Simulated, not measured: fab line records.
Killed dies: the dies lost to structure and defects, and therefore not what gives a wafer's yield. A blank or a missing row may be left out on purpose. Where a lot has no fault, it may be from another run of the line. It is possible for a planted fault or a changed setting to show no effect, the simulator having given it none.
Chamber matching ; flow n5 finfet ; N5_BEOL_M1_DEP_57 on pecvd-02: 3 sister chambers
The step deposits SiCN from 3MS/NH3, target thk 8 nm, time 14 s. 22 wafers are shown with their chamber, then 11 later ones without.

WAFERS WITH THEIR CHAMBER
wafer;chamber;showerhead plenum p Torr (Torr);throttle valve pct (%)
L074.3;0;3.646;8.8
L074.4;2;3.671;9.2
L074.5;1;3.668;9.1
L077.4;2;3.670;8.8
L077.5;0;3.646;8.9
L077.6;1;3.666;8.8
L079.1;2;3.669;9.1
L079.5;0;3.661;8.9
L079.6;1;3.661;9.3
L080.2;2;3.671;9.0
L080.5;0;3.658;9.0
L080.6;1;3.660;9.1
L083.1;2;3.680;9.2
L083.2;1;3.671;9.1
L083.5;0;3.666;8.7
L084.1;2;3.675;9.0
L084.4;2;3.680;8.8
L084.5;0;3.644;9.0
L085.2;1;3.670;9.0
L085.4;1;3.661;8.9
L085.5;0;3.646;8.9
L091.1;2;3.671;8.2

SIGNATURES (averages over the wafers above)
reading;chamber 0;chamber 1;chamber 2;scatter within a chamber
showerhead plenum p Torr;3.65243;3.66529;3.67338;0.00628
throttle valve pct;8.886;9.043;8.912;0.226
Rule: a wafer lies at a distance from a chamber equal to the root of the sum of squares, over the readings, of (its reading less the chamber's mean, divided by the reading's scatter). If the next closest chamber is less than 2 further off than the closest, the wafer can't be placed; otherwise it belongs to the closest. How the scatter is found: for the shown wafers, subtract from each reading the mean of its chamber, square and add these, divide the total by (wafers less chambers), then take the root.

WAFERS WITH NO CHAMBER GIVEN
wafer;showerhead plenum p Torr (Torr);throttle valve pct (%)
L091.3;3.657;9.1
L091.6;3.655;8.8
L093.2;3.645;9.1
L093.3;3.662;8.3
L093.6;3.672;8.1
L096.1;3.651;9.2
L096.3;3.678;8.5
L096.6;3.658;9.0
L097.2;3.664;9.3
L097.3;3.652;8.8
L097.5;3.666;8.9

EACH ONE'S CHAMBER
wafer;from the rows above;in truth
L091.3;can't be placed: 0 or 1 or 2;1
L091.6;can't be placed: 0 or 1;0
L093.2;can't be placed: 0 or 1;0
L093.3;can't be placed: 0 or 2 or 1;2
L093.6;can't be placed: 2 or 1 or 0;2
L096.1;can't be placed: 0 or 1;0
L096.3;can't be placed: 2 or 1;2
L096.6;can't be placed: 0 or 1 or 2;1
L097.2;can't be placed: 1 or 2 or 0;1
L097.3;can't be placed: 0 or 1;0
L097.5;can't be placed: 1 or 2 or 0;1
Placed correctly: 0 of 11. Not placeable from these rows: 11 (in 11, the candidates include the true chamber). 0 placed wrongly.
